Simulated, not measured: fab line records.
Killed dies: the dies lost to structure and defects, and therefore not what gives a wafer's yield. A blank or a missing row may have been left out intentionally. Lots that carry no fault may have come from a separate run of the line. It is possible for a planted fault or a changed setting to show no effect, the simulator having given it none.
Chamber matching | flow n5_finfet | N5_BEOL_M13_DESCUM_33 on rie_diel-05 has 4 sister chambers
The step chemistry O2, time 7.9 s. 8 wafers are shown with their chamber, then 10 later ones without.

## WAFERS PAIRED WITH THEIR CHAMBERS
wafer  | chamber | drypump_motor_current_A (A) | throttle_valve_pct (%)
L083.6 | 2       | 5.7                         | 20.71
L087.3 | 2       | 5.7                         | 20.71
L087.5 | 0       | 5.2                         | 20.68
L087.6 | 1       | 5.8                         | 20.56
L086.1 | 1       | 5.8                         | 20.56
L086.6 | 3       | 5.8                         | 20.44
L088.1 | 3       | 5.7                         | 20.46
L088.3 | 0       | 5.2                         | 20.69

## WAFERS WHOSE CHAMBER IS MISSING
wafer  | drypump_motor_current_A (A) | throttle_valve_pct (%)
L088.5 | 5.8                         | 20.58
L091.1 | 5.8                         | 20.57
L091.2 | 5.8                         | 20.47
L091.4 | 5.2                         | 20.70
L095.1 | 5.3                         | 20.72
L095.2 | 5.8                         | 20.47
L095.5 | 5.8                         | 20.58
L097.2 | 5.2                         | 20.75
L097.5 | 5.8                         | 20.60
L097.6 | 5.7                         | 20.40

## EACH ONE'S CHAMBER
wafer  | from the rows above | in truth
L088.5 | 1                   | 1
L091.1 | 1                   | 1
L091.2 | 3                   | 3
L091.4 | 0                   | 0
L095.1 | 0                   | 0
L095.2 | 3                   | 3
L095.5 | 1                   | 1
L097.2 | 0                   | 0
L097.5 | 1                   | 1
L097.6 | 3                   | 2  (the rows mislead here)
Correctly placed: 9 of 10. Can't be placed from these rows: 0. Number placed wrongly: 1.
How it was worked out, from the rows above alone: a wafer's distance from a chamber is the root of the sum, over the readings, of the square of ((its reading less the chamber's mean) divided by the reading's scatter). If the next closest chamber is less than 2 further off than the closest, the wafer can't be placed; otherwise it belongs to the closest. The mean given for a chamber averages the wafers shown for that chamber. How the scatter is found: for the shown wafers, subtract from each reading the mean of its chamber, square and add these, divide the total by (wafers less chambers), then take the root.
